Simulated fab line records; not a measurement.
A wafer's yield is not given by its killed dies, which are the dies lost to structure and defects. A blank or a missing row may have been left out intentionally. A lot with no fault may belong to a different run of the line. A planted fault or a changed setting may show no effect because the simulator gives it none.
Struck lot and sound lot, side by side :: flow nandHarc :: 40 steps out of a route of 1302
Sound: these wafers, L867.3, L867.4, L867.5. Struck: wafer L871.3 (L871.2, L871.4, from the same lot, were not struck and are left out); the cause is given at the end.
Order at every step that has rows: each side's tool, ch and its chambers, its first start. Under that, the readings that differ: sound wafers :: struck wafers :: difference of the means :: sigmas: that difference in standard deviations of wafers without a fault.
alike: a reading whose means differ by less than 2 such deviations, as well as words and numbers matching on both sides. not compared: withheld readings; readings where some wafer has no value; bounds like >300 that might hide an equal value; numbers whose values overlap and for which the record gives no deviation.
Wherever a step has rows on one side only, a row that says differs or no value, or a row with sigmas, the two part there. Numbers that have no deviation but don't overlap get no sigmas and don't part them. A reading missing from all wafers of one side parts the sides only when that side holds two or more wafers.

NHARC_A_BONDPAD_OVL_MEAS_35:
  sound on overlay-01, day 27 17:20; struck on overlay-01, day 29 02:00
  alike: overlayXNm, overlayYNm
then, 1 step without rows for these wafers: NHARC_A_BONDPAD_HARDBAKE_10 (time 65 s).
NHARC_A_BONDPAD_DESCUM_11: chemistry O2, time 3 s.
  sound on rieDiel-13 ch 2,3, day 27 17:28; struck on rieDiel-13 ch 3, day 29 02:08
  alike: drypumpMotorCurrentA, oesProductAu, rfVppV, showerheadPlenumPTorr, throttleValvePct
  not compared: rfHoursCounterH
then, 2 steps without rows for these wafers: NHARC_A_BONDPAD_ETCH_34 (etches the open film in N2/H2, target depth 60 nm, overetch 18 nm, time 65.91 s); NHARC_A_BONDPAD_ETCH_12 (etches the open film in CHF3/O2, target depth 220 nm, time 110 s).
NHARC_A_BONDPAD_CD_MEAS_13:
  sound on cdSem-02, day 27 17:47; struck on cdSem-02, day 29 02:27
  alike: cdNm
then, 1 step without rows for these wafers: NHARC_A_BONDPAD_STRIP_15 (strips in O2).
NHARC_A_BONDPAD_ETCH_24: etches the open film in CF4/N2, target depth 30 nm, time 72.99 s.
  sound: rieDiel-13 ch 2,3; struck: rieDiel-12 ch 0
  alike: drypumpMotorCurrentA, oesProductAu, rfVppV, showerheadPlenumPTorr, throttleValvePct
  not compared: rfHoursCounterH
then, 2 steps without rows for these wafers: NHARC_A_BONDPAD_STRIP_16 (strips in post etch residue remover, time 600 s); NHARC_A_BONDPAD_DEGAS_25 (time 60 s).
NHARC_A_BONDPAD_PRE_CLEAN_26: time 30 s.
  sound on pvdSputter-03; struck on pvdSputter-02
  alike: heaterPowerW
then, 1 step without rows for these wafers: NHARC_A_BONDPAD_PVD_17 (deposits TaN, target thk 5 nm, time 8.06 s).
NHARC_A_BONDPAD_PVD_27: deposits Cu, target thk 30 nm, time 20.49 s.
  sound on pvdSputter-03, day 27 18:38; struck on pvdSputter-02, day 29 03:17
  alike: substrateTempC, throttleValvePct
then, 2 steps without rows for these wafers: NHARC_A_BONDPAD_ECD_18 (material Cu, target thk 400 nm); NHARC_A_BONDPAD_ANNEAL_28 (time 90 s).
NHARC_A_BONDPAD_CMP_19: polishes, t overpolish 30 s, cu recess touch 16 s, target thk 169.82 nm.
  sound on cmp-03 ch 0,1,3, day 27 19:34; struck on cmp-03 ch 3, day 29 04:09
  alike: motorCurrentA, overpolishRunS, slurryFlowMlMin
  not compared: padLifeWafers
then, 1 step without rows for these wafers: NHARC_A_BONDPAD_SRD_21 (time 30 s, dry time 20 s).
NHARC_A_BONDPAD_INSPECT_23:
  sound on defectInspect-01, day 27 20:03; struck on defectInspect-01, day 29 04:41
  alike: rawDefectCount
then, 5 steps without rows for these wafers: NHARC_HYBRID_BOND_ACTIVATE_00 (chemistry N2, time 60 s); NHARC_HYBRID_BOND_PRECLEAN_01 (cleans in DIW, time 300 s); NHARC_HYBRID_BOND_SRD_02 (time 30 s, dry time 20 s); NHARC_HYBRID_BOND_BOND_03; NHARC_HYBRID_BOND_ANNEAL_04 (time 7200 s).
NHARC_HYBRID_BOND_OVL_MEAS_05:
  the record holds rows for the sound wafers here (overlay-02, day 28 05:31) but none for the struck ones
NHARC_HYBRID_BOND_INSPECT_06: inspects for defects (ir void).
  the record holds rows for the sound wafers here (defectInspect-01, day 28 05:34) but none for the struck ones
NHARC_THIN_TSV_GRIND_00:
  the record has rows for the sound wafers here (grinder-01 ch 0, day 28 06:07) and none for the struck ones
then, 1 step without rows for these wafers: NHARC_THIN_TSV_CMP_01 (polishes).
NHARC_THIN_TSV_THK_MEAS_02: measures by ir.
  the record holds rows for the sound wafers here (filmMetro-02, day 28 07:13) but none for the struck ones
then, 11 steps without rows for these wafers: NHARC_THIN_TSV_SRD_03; NHARC_THIN_TSV_PRECLEAN_41 (cleans in SC1); NHARC_THIN_TSV_SRD_42; NHARC_THIN_TSV_DEP_43 (deposits SiO2, target thk 1328.5 nm); NHARC_THIN_TSV_DEHYDRATE_04 (time 120 s); NHARC_THIN_TSV_HMDS_05 (time 30 s); NHARC_THIN_TSV_COAT_06; NHARC_THIN_TSV_SOFTBAKE_07 (time 95 s); NHARC_THIN_TSV_EBR_08; NHARC_THIN_TSV_EXPOSE_09 (exposes mask TSV); NHARC_THIN_TSV_PEB_10 (peb time 85 s).
NHARC_END_SORT_01:
  only the struck wafers appear in the record here, on prober-01 ch 0 at day 30 12:07; the sound ones have no rows

== WHERE THEY PART ==
At NHARC_HYBRID_BOND_OVL_MEAS_05 first; at NHARC_END_SORT_01 last (within this record only).

WHY: what had been put in by the simulator
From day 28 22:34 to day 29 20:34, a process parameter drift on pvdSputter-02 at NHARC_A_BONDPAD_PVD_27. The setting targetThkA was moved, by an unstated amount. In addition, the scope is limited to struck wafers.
